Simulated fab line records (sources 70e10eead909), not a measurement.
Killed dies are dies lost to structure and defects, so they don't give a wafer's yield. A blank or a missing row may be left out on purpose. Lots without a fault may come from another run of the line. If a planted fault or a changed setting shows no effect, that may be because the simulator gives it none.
fab line records | flow nand-harc
record: lots: 12 wafers: 36 last-day: 25
route steps=1159 shown P_START@1 P_ZERO_WELL@19
lots that met no fault: taken from a fault-free run of the same line
start-h: the number of hours between the record's first day and the start of the first shown wafer of the lot | wait-h: hours since the lot's step before | " unchanged from the row above | L1.1+2: several wafers, shown together as one row | - either no value or no given start | * or withheld: withheld | < > ~ a bound
route shown NAME@n: names a module that has steps shown in the file, with the first one's number in the route | usual: mean/standard deviation taken from wafers without a fault | same: alike in all rows | chamber/n: place in a boat | sites: each site's reading | _std_site: standard deviation of those values | _edge_site: inner sites' mean taken away from outer sites' mean | radius-mm: how far each site lies from the wafer's centre | mask NAME#n: copy n | behind: the last tool/chamber to shape the wafer | hold: cause of the lot's hold/its duration in hours/its outcome | device: names the non-switching transistor (n, p or np) | end of line: the tests these same wafers got at the end of their route | where a step has no rows: the recipe by itself | killed: at the first sort, the dies lost to defects and structure; wafer yield is something else | map: per-die view of a wafer (x killed, . not killed, _ where there is no die)
set.NAME: the setting that was run; set.NAME@STEP: the one run at that earlier step | model.NAME: the simulator's own value behind a step, which no gauge read
route steps across a sampled set of lots; one table per step, one row per wafer
services: a tool's chamber out of use, with start hour (start-h, from the record's first day; less than 0 if before it), hours out, and reason
== steps ==
step: NHARC_P_START_INSPECT_01
usual: raw-defect-count: 3.6/2.1
columns lot.wafer tool chamber start-h wait-h raw-defect-count
L592.2 defect-inspect-01 - 12.04 - 7
L592.3 " - " " 2
L592.5 " - " " 2
L593.2 defect-inspect-01 - 18.04 - 5
L593.3 " - " " 6
L593.4 " - " " 5
L596.1 defect-inspect-01 - 36.04 - 4
L596.3 " - " " 8
L596.5 " - " " 4
L597.1 defect-inspect-01 - 42.04 - 8
L597.5 " - " " 4
L597.6 " - " " 7
L598.4 defect-inspect-02 - 48.04 - 2
L598.5 " - " " 4
L598.6 " - " " 8
L604.2 defect-inspect-01 - 84.04 - 1
L604.3 " - " " 6
L604.5 " - " " 3
L605.4 defect-inspect-02 - 90.05 - 2
L605.5 " - " " 0
L605.6 " - " " 5
L606.2 defect-inspect-02 - 96.05 - 3
L606.4 " - " " 5
L606.5 " - " " 2
L608.3 defect-inspect-01 - 108.04 - 2
L608.5 " - " " 3
L608.6 " - " " 5
L612.4 defect-inspect-01 - 132.04 - 4
L612.5 " - " " 1
L612.6 " - " " 3
L614.1 defect-inspect-02 - 144.04 - 4
L614.2 " - " " 6
L614.4 " - " " 2
L615.1 defect-inspect-01 - 150.04 - 6
L615.3 " - " " 3
L615.6 " - " " 6
step: NHARC_P_ZERO_WELL_ETCH_63
recipe: target-depth-a: 1200 time-s: 40.1 hbr-flow-sccm: 150 cl2-flow-sccm: 50 rf-w: 400 icp-w: 400 bias-w: 100 chemistry: HBr/Cl2
usual: drypump-motor-current-A: 5.6/0.42 oes-product-au: 0.999/0.014 throttle-valve-pct: 26.405/0.0093
columns lot.wafer tool chamber start-h wait-h drypump-motor-current-A oes-product-au rf-hours-counter-h throttle-valve-pct
L592.3 rie-si-04 1 13.65 - 5.8 0.989 0.7 26.405
L592.2 " 3 " " 6.0 1.011 0.7 26.401
L592.5 " 2 " " 6.2 0.977 - 26.402
L593.2 rie-si-02 1 19.64 - 5.8 0.975 1.5 26.402
L593.4 " 2 " " 5.6 0.995 1.3 26.397
L593.3 " 3 " " 5.7 0.989 1.2 26.404
L596.3 rie-si-06 2 37.66 - 5.6 1.009 0.1 26.407
L596.1 " 0 " " 5.7 1.002 0.1 26.392
L596.5 " 2 " " 5.6 1.015 - 26.408
L597.1 rie-si-02 2 43.68 - 5.6 1.015 0.0 26.385
L597.6 " 0 " " 5.0 1.012 - 26.394
L597.5 " 1 " " 5.8 0.981 - 26.405
L598.4 rie-si-04 3 49.67 - 6.1 1.001 1.0 26.401
L598.5 " 2 " " 6.2 0.981 - 26.389
L598.6 " 3 " " 6.1 1.003 - 26.408
L604.3 rie-si-06 1 85.55 - 5.2 0.987 0.6 26.424
L604.2 " 3 " " 4.9 1.006 0.2 26.406
L604.5 " 1 " " 5.2 0.987 - 26.421
L605.4 rie-si-04 3 91.67 - 6.0 0.999 1.4 26.404
L605.5 " 1 " " 5.8 0.990 - 26.399
L605.6 " 2 " " 6.2 0.981 - 26.405
L606.4 rie-si-06 1 97.53 - 5.2 0.988 0.7 26.422
L606.2 " 3 " " 4.9 1.002 0.3 26.392
L606.5 " 2 " " 5.6 1.022 - 26.416
L608.3 rie-si-04 2 109.72 - 6.3 0.989 0.0 26.423
L608.6 " 0 " " 5.0 0.976 - 26.409
L608.5 " 1 " " 5.8 1.024 - 26.425
L612.4 rie-si-06 2 133.68 - 5.6 1.022 0.9 26.409
L612.6 " 1 " " 5.3 0.995 - 26.410
L612.5 " 2 " " 5.6 1.035 - 26.396
L614.1 rie-si-04 0 145.66 - 5.0 1.002 0.2 26.414
L614.2 " 1 " " 5.8 1.013 0.3 26.407
L614.4 " 2 " " 6.3 1.002 0.3 26.408
L615.1 rie-si-06 0 151.56 - 5.8 0.990 1.2 26.396
L615.3 " 1 " " 5.3 0.986 1.3 26.406
L615.6 " 2 " " 5.6 1.014 - 26.403
step: NHARC_P_ZERO_WELL_EXPOSE_34
recipe: na: 0.6 target-cd-nm: 720 dose-mj: 22.31 mask-id: P_PWELL
usual: exposure-dose-mJ-cm2: 22.315/0.022
columns lot.wafer tool chamber start-h wait-h mask exposure-dose-mJ-cm2
L592.2 krf-scanner-01 0 15.94 - P_PWELL#0 22.320
L592.3 " 0 " " P_PWELL#0 22.301
L592.5 " 0 " " P_PWELL#0 22.330
L593.2 krf-scanner-03 0 22.06 - P_PWELL#0 22.320
L593.3 " 0 " " P_PWELL#0 22.316
L593.4 " 0 " " P_PWELL#0 22.315
L596.1 krf-scanner-01 0 39.97 - P_PWELL#0 25.257
L596.3 " 0 " " P_PWELL#0 25.259
L596.5 " 0 " " P_PWELL#0 25.245
L597.1 krf-scanner-03 0 46.06 - P_PWELL#0 22.324
L597.5 " 0 " " P_PWELL#0 22.291
L597.6 " 0 " " P_PWELL#0 22.330
L598.4 krf-scanner-01 0 51.99 - P_PWELL#0 25.202
L598.5 " 0 " " P_PWELL#0 25.224
L598.6 " 0 " " P_PWELL#0 25.176
L604.2 krf-scanner-02 0 87.95 - P_PWELL#0 22.328
L604.3 " 0 " " P_PWELL#0 22.330
L604.5 " 0 " " P_PWELL#0 22.346
L605.4 krf-scanner-02 0 94.13 - P_PWELL#0 22.280
L605.5 " 0 " " P_PWELL#0 22.319
L605.6 " 0 " " P_PWELL#0 22.286
L606.2 krf-scanner-03 0 99.94 - P_PWELL#0 22.318
L606.4 " 0 " " P_PWELL#0 22.323
L606.5 " 0 " " P_PWELL#0 22.357
L608.3 krf-scanner-02 0 112.13 - P_PWELL#0 22.328
L608.5 " 0 " " P_PWELL#0 22.315
L608.6 " 0 " " P_PWELL#0 22.324
L612.4 krf-scanner-02 0 136.09 - P_PWELL#0 22.295
L612.5 " 0 " " P_PWELL#0 22.280
L612.6 " 0 " " P_PWELL#0 22.290
L614.1 krf-scanner-03 0 147.97 - P_PWELL#0 22.296
L614.2 " 0 " " P_PWELL#0 22.307
L614.4 " 0 " " P_PWELL#0 22.323
L615.1 krf-scanner-02 0 153.93 - P_PWELL#0 22.348
L615.3 " 0 " " P_PWELL#0 22.312
L615.6 " 0 " " P_PWELL#0 22.353
step: NHARC_P_ZERO_WELL_CD_MEAS_37
recipe: target-cd-nm: 720 landing-energy-ev: 500
usual: cd-nm: 720.5/2.2
columns lot.wafer tool chamber start-h wait-h cd-nm
L592.2 cd-sem-01 0 16.09 - 722.9
L592.3 " 0 " " 718.4
L592.5 " 0 " " 721.6
L593.2 cd-sem-02 0 22.21 - 720.6
L593.3 " 0 " " 716.0
L593.4 " 0 " " 715.8
L596.1 cd-sem-03 0 40.13 - 741.6
L596.3 " 0 " " 743.2
L596.5 " 0 " " 739.6
L597.1 cd-sem-01 0 46.22 - 718.1
L597.5 " 0 " " 719.7
L597.6 " 0 " " 722.2
L598.4 cd-sem-01 0 52.14 - 739.5
L598.5 " 0 " " 741.5
L598.6 " 0 " " 738.5
L604.2 cd-sem-03 0 88.11 - 718.7
L604.3 " 0 " " 719.2
L604.5 " 0 " " 723.7
L605.4 cd-sem-03 0 94.28 - 719.5
L605.5 " 0 " " 720.7
L605.6 " 0 " " 723.6
L606.2 cd-sem-01 0 100.10 - 721.5
L606.4 " 0 " " 721.8
L606.5 " 0 " " 718.3
L608.3 cd-sem-03 0 112.29 - 722.9
L608.5 " 0 " " 723.6
L608.6 " 0 " " 726.4
L612.4 cd-sem-03 0 136.24 - 718.1
L612.5 " 0 " " 722.0
L612.6 " 0 " " 721.7
L614.1 cd-sem-02 0 148.14 - 721.2
L614.2 " 0 " " 718.0
L614.4 " 0 " " 720.8
L615.1 cd-sem-03 0 154.09 - 724.2
L615.3 " 0 " " 721.5
L615.6 " 0 " " 719.5
step: NHARC_P_ZERO_WELL_RTA_42
recipe: temp-c: 1100 time-s: 300
usual: anneal-temp-c-max: 1104.3/0.85 lamp-power-pct: 46.1/1.7 lamp_zone_5_pct: 46.1/1.7 wafer_temp_C_max: 1104.9/1.8
columns lot.wafer tool chamber start-h wait-h anneal-temp-c-max lamp-power-pct lamp_zone_5_pct wafer_temp_C_max
L592.2 rtp-anneal-02 0 18.97 - 1104.5 47.4 47.3 1103.0
L592.3 " 0 " " 1103.1 47.3 47.3 1103.1
L592.5 " 0 " " 1103.3 47.3 47.4 1103.4
L593.2 rtp-anneal-01 0 25.12 - 1104.9 43.6 43.6 1106.0
L593.3 " 0 " " 1104.4 43.6 43.7 1105.9
L593.4 " 0 " " 1104.8 43.7 43.6 1106.7
L596.1 rtp-anneal-01 0 42.92 - 1104.2 43.5 43.5 1108.4
L596.3 " 0 " " 1106.7 43.6 43.5 1107.0
L596.5 " 0 " " 1105.0 43.5 43.6 1107.7
L597.1 rtp-anneal-02 0 49.01 - 1104.1 47.4 47.2 1103.8
L597.5 " 0 " " 1105.1 47.4 47.4 1102.8
L597.6 " 0 " " 1103.0 47.3 47.3 1102.7
L598.4 rtp-anneal-02 0 55.22 - 1103.6 47.3 47.2 1103.1
L598.5 " 0 " " 1104.7 47.3 47.3 1104.1
L598.6 " 0 " " 1105.0 47.3 47.3 1103.9
L604.2 rtp-anneal-01 0 91.00 - 1105.4 43.7 43.6 1107.1
L604.3 " 0 " " 1104.3 43.7 43.6 1105.8
L604.5 " 0 " " 1103.5 43.6 43.6 1105.6
L605.4 rtp-anneal-01 0 97.41 - 1104.1 43.6 43.6 1106.2
L605.5 " 0 " " 1106.2 43.7 43.7 1107.2
L605.6 " 0 " " 1105.1 43.6 43.6 1104.1
L606.2 rtp-anneal-02 0 102.98 - 1104.0 47.4 47.3 1103.6
L606.4 " 0 " " 1105.6 47.4 47.4 1104.0
L606.5 " 0 " " 1105.3 47.4 47.4 1104.0
L608.3 rtp-anneal-02 0 115.18 - 1104.6 47.3 47.4 1103.7
L608.5 " 0 " " 1103.9 47.4 47.3 1104.5
L608.6 " 0 " " 1104.8 47.3 47.2 1103.1
L612.4 rtp-anneal-02 0 139.34 - 1104.9 47.3 47.3 1102.8
L612.5 " 0 " " 1104.5 47.3 47.3 1105.3
L612.6 " 0 " " 1103.5 47.2 47.3 1105.3
L614.1 rtp-anneal-01 0 150.91 - 1104.3 43.5 43.5 1105.8
L614.2 " 0 " " 1105.2 43.6 43.6 1106.8
L614.4 " 0 " " 1104.4 43.5 43.5 1109.8
L615.1 rtp-anneal-02 0 157.02 - 1103.6 47.3 47.3 1103.6
L615.3 " 0 " " 1104.7 47.3 47.4 1104.7
L615.6 " 0 " " 1103.6 47.4 47.4 1104.4
== services ==
columns tool chamber start-h hours kind
krf-scanner-03 - -4.00 4.0 pm
rie-si-06 - 2.75 0.4 repair
rie-si-06 - 6.00 9.0 pm
rie-si-06 0 6.00 9.0 vent-cycle
rie-si-06 1 6.00 9.0 vent-cycle
rie-si-06 2 6.00 9.0 vent-cycle
rie-si-06 3 6.00 9.0 vent-cycle
krf-scanner-01 - 11.77 2.8 repair
rie-si-06 0 15.00 - clean
rie-si-06 1 15.00 - clean
rie-si-06 2 15.00 - clean
rie-si-06 3 15.00 - clean
rie-si-02 - 34.00 9.0 pm
rie-si-06 3 36.60 14.6 repair
krf-scanner-02 - 38.00 4.0 pm
krf-scanner-03 - 65.80 2.1 repair
krf-scanner-01 - 84.00 4.0 pm
rie-si-02 2 86.97 15.3 repair
rie-si-04 - 99.00 9.0 pm
rie-si-04 0 99.00 9.0 vent-cycle
rie-si-04 1 99.00 9.0 vent-cycle
rie-si-06 2 105.63 3.0 repair
rie-si-02 1 155.93 3.2 repair
krf-scanner-02 - 156.55 18.2 repair
== key ==
first-sign: step: NHARC_P_ZERO_WELL_EXPOSE_34 reading: exposure-dose-mJ-cm2 direction: up sigmas: 99+ usual: 22.315 struck: 25.227
effect: step: NHARC_P_ZERO_WELL_CD_MEAS_37 reading: cd-nm direction: up sigmas: 9.3 usual: 720.5 struck: 740.7
met-at NHARC_P_ZERO_WELL_EXPOSE_34
struck-lots L596,L598
tester-left-out L596,L598
not-acting-at NHARC_P_START_INSPECT_01,NHARC_P_ZERO_WELL_ETCH_63,NHARC_P_ZERO_WELL_RTA_42
onset-between 15.94 39.97
fault: kind: process-parameter-drift tool: krf-scanner-01 chamber: - onset-h: 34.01 steps: NHARC_P_ZERO_WELL_EXPOSE_34 channel: dose-mj offset: 2.9229 shape: step acts-in: these-recipes-only stated: 22.31
tester-left-out: of these lots the tester's yield and bins aren't shown, on N5 and GAA mostly nor the transistor test; their killed dies are dies lost to structure and defects alone, not to doping, threshold or leakage, so they don't give the yield
